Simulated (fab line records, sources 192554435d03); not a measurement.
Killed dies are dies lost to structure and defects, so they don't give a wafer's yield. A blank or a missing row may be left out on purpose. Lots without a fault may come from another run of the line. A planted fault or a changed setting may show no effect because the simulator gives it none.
Split-lot experiment | flow n5_finfet | 7 lots, 21 wafers read, on a route of 1938 steps

THE SPLIT
At N5_BEOL_M5_ETCH_62 (etches SOC in N2/H2, target depth 75 nm, overetch 15 nm, time 112.5 s), the setting source_w was moved away from the recipe's 840 W on 5 of the 21 wafers read, by -15.4% to +14.3%. The other wafers ran this setting at the recipe's value.

The reading is taken at the split's own step.

THE READING
rf_vpp_V, in V, at N5_BEOL_M5_ETCH_62 (etches SOC in N2/H2, target depth 75 nm, overetch 15 nm, time 112.5 s). Fault-free wafers of this fab line usually give 523.7 V, standard deviation 2.7 V.

wafer  | tool, chamber at the split | source_w as run, W | against the recipe | rf_vpp_V, V | against lot-mates on the recipe
L080.2 | rie_diel-01, 3             | 840                | recipe             | 523.7       | -
L080.3 | rie_diel-01, 0             | 924.1              | +10.0%             | 509.2       | -14.5
L080.5 | rie_diel-01, 3             | 924.1              | +10.0%             | 506.8       | -16.9
L081.1 | rie_diel-03, 1             | 840                | recipe             | 522.9       | -
L081.3 | rie_diel-03, 3             | 840                | recipe             | 525.1       | -
L081.4 | rie_diel-03, 2             | 840                | recipe             | 521.8       | -
L082.1 | rie_diel-01, 3             | 840                | recipe             | 523.9       | -
L082.3 | rie_diel-01, 2             | 840                | recipe             | 527.0       | -
L082.4 | rie_diel-01, 0             | 840                | recipe             | 524.3       | -
L083.1 | rie_diel-02, 2             | 840                | recipe             | 531.2       | -
L083.4 | rie_diel-02, 3             | 840                | recipe             | 519.1       | -
L083.6 | rie_diel-02, 2             | 960.1              | +14.3%             | 504.7       | -20.5
L088.3 | rie_diel-02, 2             | 840                | recipe             | 528.8       | -
L088.4 | rie_diel-02, 0             | 840                | recipe             | 524.5       | -
L088.5 | rie_diel-02, 3             | 840                | recipe             | 520.7       | -
L093.2 | rie_diel-03, 3             | 840                | recipe             | 524.9       | -
L093.4 | rie_diel-03, 1             | 711                | -15.4%             | 552.6       | +27.7
L093.5 | rie_diel-03, 3             | 711                | -15.4%             | 555.8       | +30.9
L094.1 | rie_diel-02, 0             | 840                | recipe             | 523.6       | -
L094.2 | rie_diel-02, 3             | 840                | recipe             | 522.0       | -
L094.5 | rie_diel-02, 3             | 840                | recipe             | 518.8       | -

THE FIT
A straight line over all 21 wafers: rf_vpp_V changes by -1.74 V for each +1% of source_w; r = -0.96; the points scatter about the line by 3.4 V.
The same after taking each lot's own level away (the mean of its wafers on the recipe; 21 wafers): -1.72 V for each +1%; r = -0.97; scatter 3 V.
On that fit, the largest move of source_w shifts the reading by 26 V.
The lots' own levels span 521.47 to 525.15 V, that is 1.4 times the standard deviation above.
So the lot-to-lot level changes the slope little: the two slopes agree.
Check: with one of the wafers moved furthest among these (-15.4%) left out of the fit, the line predicts +26.7 V for it against its lot-mates. It came out at +27.7 V against them.
Tool readings at the split's step, against how far the setting was moved: rf_vpp_V r = -0.96.

OTHER SPLITS ON THESE WAFERS
These wafers also went through other splits before the reading. Each is held against what the fit with the lots' levels taken away leaves over:
other split on the same wafers               | wafers away from the commonest value | r with rf_vpp_V (lot level and that fit taken away)
N5_MOL_CONTACT_COAG_CONTACT_ETCH_14 source_w | 3                                    | +0.04
N5_BEOL_M0_SAQP_EXPOSE_37 dose_mj            | 9                                    | -0.20
N5_BEOL_M2_COAT_62 spin_rpm                  | 6                                    | +0.05
N5_BEOL_M2_COAT_73 temp_c                    | 7                                    | +0.41
N5_BEOL_M3_ILD_DEP_00 time_s                 | 7                                    | -0.04
N5_BEOL_M3_COAT_22 spin_rpm                  | 5                                    | +0.23
N5_BEOL_M3_EXPOSE_25 dose_mj                 | 8                                    | +0.02
N5_BEOL_M5_EXPOSE_08 dose_mj                 | 6                                    | -0.02

THE FILE'S OWN FIT
rf_vpp_V changes by -1.66 V for each +1% of source_w, r = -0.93.
